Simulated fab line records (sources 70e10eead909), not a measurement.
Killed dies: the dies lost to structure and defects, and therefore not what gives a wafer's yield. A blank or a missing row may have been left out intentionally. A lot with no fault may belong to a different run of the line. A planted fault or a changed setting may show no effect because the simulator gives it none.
Struck lot and sound lot, side by side    flow nand_harc    32 out of 1302 route steps
Sound: the wafers L318.1, L318.2, L318.3. The struck wafers were L315.3, L315.5, L315.6. The cause comes at the end.
At each step with rows: each side's tool, then ch and its chambers, then its first start. Under that, the readings that differ: sound wafers    struck wafers    difference of the means    sigmas: that difference in standard deviations of wafers without a fault.
alike: readings whose means differ by less than 2 such deviations, and words and numbers that are the same on both sides. not compared: withheld readings, readings that some wafer has no value for, bounds like >300 that may hide the same value, and numbers for which the record gives no deviation and whose values overlap.
The two part at a step that has a row with sigmas, a row that says differs or no value, or rows on one side only. Numbers that don't overlap but have no deviation are shown without sigmas and don't part them. A reading that every wafer of one side lacks parts them only if that side has two wafers or more.

first, 10 steps without rows for these wafers: NHARC_A_CHANNEL_HOLE_D2_DEP_00 (deposits aC, target thk 3100 nm); NHARC_A_CHANNEL_HOLE_D2_DEP_01 (deposits SiON, target thk 140 nm); NHARC_A_CHANNEL_HOLE_D2_DEHYDRATE_02 (time 120 s); NHARC_A_CHANNEL_HOLE_D2_HMDS_03 (time 30 s); NHARC_A_CHANNEL_HOLE_D2_COAT_36 (time 75 s); NHARC_A_CHANNEL_HOLE_D2_COAT_37 (time 65 s); NHARC_A_CHANNEL_HOLE_D2_COAT_04 (resist thk 90 nm); NHARC_A_CHANNEL_HOLE_D2_SOFTBAKE_05 (time 55 s); NHARC_A_CHANNEL_HOLE_D2_EBR_06; NHARC_A_CHANNEL_HOLE_D2_EXPOSE_07 (exposes mask HOLE D2, target cd 100 nm).
NHARC_A_CHANNEL_HOLE_D2_PEB_08: peb time 65 s.
  sound on litho_track-04 ch 0, day 17 20:01; struck on litho_track-06 ch 0, day 17 06:38
reading                   sound              struck             difference  sigmas
heater_power_total_W (W)  157.1 157.3 156.8  168.1 167.9 166.9  +10.6       +25
then, 1 step without rows for these wafers: NHARC_A_CHANNEL_HOLE_D2_DEVELOP_09 (develop time 35 s).
NHARC_A_CHANNEL_HOLE_D2_CD_MEAS_10: the cd target is 100 nm.
  sound on cd_sem-03 ch 0, day 17 20:06; struck on cd_sem-03 ch 0, day 17 06:43
reading     sound           struck          difference  sigmas
cd_nm (nm)  99.7 99.5 99.6  96.7 97.0 97.4  -2.6        -5
NHARC_A_CHANNEL_HOLE_D2_DESCUM_15: chemistry O2, time 3 s.
  sound on rie_diel-12 ch 0,1,2, day 17 20:17; struck on rie_diel-06 ch 0,3, day 17 06:55
reading                             sound              struck            difference  sigmas
model.A_CHANNEL_HOLE_D2.cd_nm (nm)  99.71 99.88 100.3  95.82 96.87 96.8  -3.47       
  alike: drypump_motor_current_A, oes_product_au, rf_vpp_V, showerhead_plenum_p_Torr, throttle_valve_pct
  not compared: rf_hours_counter_h
then, 16 steps without rows for these wafers: NHARC_A_CHANNEL_HOLE_D2_ETCH_38 (etches the open film in CF4, target depth 39 nm, time 65 s); NHARC_A_CHANNEL_HOLE_D2_ETCH_39 (etches the open film in N2/H2, target depth 260 nm, time 325 s); NHARC_A_CHANNEL_HOLE_D2_ETCH_34 (etches the open film in CF4/CHF3, target depth 154 nm, time 77 s); NHARC_A_CHANNEL_HOLE_D2_ETCH_16 (etches the open film in O2/COS, target depth 3100 nm, time 806 s); NHARC_A_CHANNEL_HOLE_D2_ETCH_19 (etches the open film in C4F8/O2/Ar, time 34.5 s); NHARC_A_CHANNEL_HOLE_D2_ETCH_20 (etches the open film in C4F8/O2/Ar, time 361.9 s, target depth 1600 nm); NHARC_A_CHANNEL_HOLE_D2_ETCH_21 (etches the open film in C4F8/O2/Ar, time 514.3 s, target depth 1600 nm); NHARC_A_CHANNEL_HOLE_D2_ETCH_22 (etches the open film in C4F8/O2/Ar, time 666.7 s, target depth 1600 nm); NHARC_A_CHANNEL_HOLE_D2_ETCH_23 (etches the open film in C4F8/O2/Ar, time 819 s, target depth 1600 nm); NHARC_A_CHANNEL_HOLE_D2_ETCH_24 (etches the open film in C4F8/O2/Ar, time 906.2 s, target depth 1500 nm); NHARC_A_CHANNEL_HOLE_D2_ETCH_25 (etches the open film in C4F8/O2/Ar, time 1040.2 s, target depth 1500 nm); NHARC_A_CHANNEL_HOLE_D2_ETCH_26 (etches the open film in C4F8/O2/Ar, time 224.1 s, target depth 300 nm); NHARC_A_CHANNEL_HOLE_D2_ETCH_27 (etches the open film in C4F8/O2/Ar, time 90 s, target depth 400 nm); NHARC_A_CHANNEL_HOLE_D2_STRIP_41 (strips in N2/H2); NHARC_A_CHANNEL_HOLE_D2_STRIP_42 (strips in CF4/CHF3); NHARC_A_CHANNEL_HOLE_D2_STRIP_43 (strips in O2/COS).
NHARC_A_CHANNEL_HOLE_D2_ETCH_44: etches the open film in CF4/O2, target depth 140 nm, overetch 14 nm, time 77 s.
  sound on rie_diel-12 ch 0,1,2, day 18 02:25; struck on rie_diel-06 ch 0,1, day 17 15:44
reading                             sound              struck             difference  sigmas
model.A_CHANNEL_HOLE_D2.cd_nm (nm)  89.54 91.85 89.28  85.02 86.88 87.04  -3.91       
  alike: drypump_motor_current_A, oes_product_au, rf_vpp_V, showerhead_plenum_p_Torr, throttle_valve_pct
  not compared: rf_hours_counter_h
then, 1 step without rows for these wafers: NHARC_A_CHANNEL_HOLE_D2_STRIP_28 (strips in O2).

WHERE THEY PART
At NHARC_A_CHANNEL_HOLE_D2_PEB_08 first; at NHARC_A_CHANNEL_HOLE_D2_CD_MEAS_10 last (within this record only). Later steps at which nothing parts them and some readings are alike: NHARC_A_CHANNEL_HOLE_D2_DESCUM_15, NHARC_A_CHANNEL_HOLE_D2_ETCH_44.

WHY: the cause the simulator had injected
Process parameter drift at NHARC_A_CHANNEL_HOLE_D2_PEB_08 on litho_track-06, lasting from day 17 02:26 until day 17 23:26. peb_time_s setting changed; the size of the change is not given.
